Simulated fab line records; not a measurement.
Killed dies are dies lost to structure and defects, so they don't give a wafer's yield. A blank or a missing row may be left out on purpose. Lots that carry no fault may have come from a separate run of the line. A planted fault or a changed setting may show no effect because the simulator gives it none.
Chamber matching / flow n5Finfet / 4 sister chambers for N5_MOL_CONTACT_COAG_DESCUM_88 on rieDiel-05
The step chemistry O2, time 7 s. 4 wafers are shown with their chamber, then 9 later ones without.

## WAFERS, EACH WITH ITS CHAMBER
wafer=L086.3; chamber=3; throttleValvePct (%)=20.85
wafer=L087.2; chamber=1; throttleValvePct (%)=20.50
wafer=L087.3; chamber=2; throttleValvePct (%)=20.51
wafer=L087.6; chamber=0; throttleValvePct (%)=20.46

## WAFERS WITHOUT THEIR CHAMBER
wafer=L088.2; throttleValvePct (%)=20.86
wafer=L088.4; throttleValvePct (%)=20.52
wafer=L088.6; throttleValvePct (%)=20.45
wafer=L090.1; throttleValvePct (%)=20.87
wafer=L090.2; throttleValvePct (%)=20.46
wafer=L090.6; throttleValvePct (%)=20.87
wafer=L095.2; throttleValvePct (%)=20.51
wafer=L095.5; throttleValvePct (%)=20.11
wafer=L095.6; throttleValvePct (%)=20.53

## THE CHAMBER EACH PASSED THROUGH
wafer=L088.2; from the rows above=3; in truth=3
wafer=L088.4; from the rows above=can't be placed: 2 or 1 or 0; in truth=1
wafer=L088.6; from the rows above=can't be placed: 0 or 1 or 2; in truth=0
wafer=L090.1; from the rows above=3; in truth=3
wafer=L090.2; from the rows above=can't be placed: 0 or 1 or 2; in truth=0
wafer=L090.6; from the rows above=3; in truth=3
wafer=L095.2; from the rows above=can't be placed: 2 or 1 or 0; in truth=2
wafer=L095.5; from the rows above=can't be placed: 0 or 1 or 2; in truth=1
wafer=L095.6; from the rows above=can't be placed: 2 or 1 or 0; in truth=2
Correctly placed: 3 of 9. Can't be placed from these rows: 6 (the true chamber is among the candidates in 6). Placed wrongly: 0.
How it was worked out, from the rows above alone: a wafer's distance from a chamber is the root of the sum, over the readings, of the square of ((its reading less the chamber's mean) divided by the reading's scatter). The wafer belongs to the nearest chamber; if the next one is less than 2 further off, it can't be placed. Each chamber's mean is taken over the wafers shown for it. The scatter: root of mean squared gap, hidden wafer to nearest shown wafer, with one shown wafer a chamber.
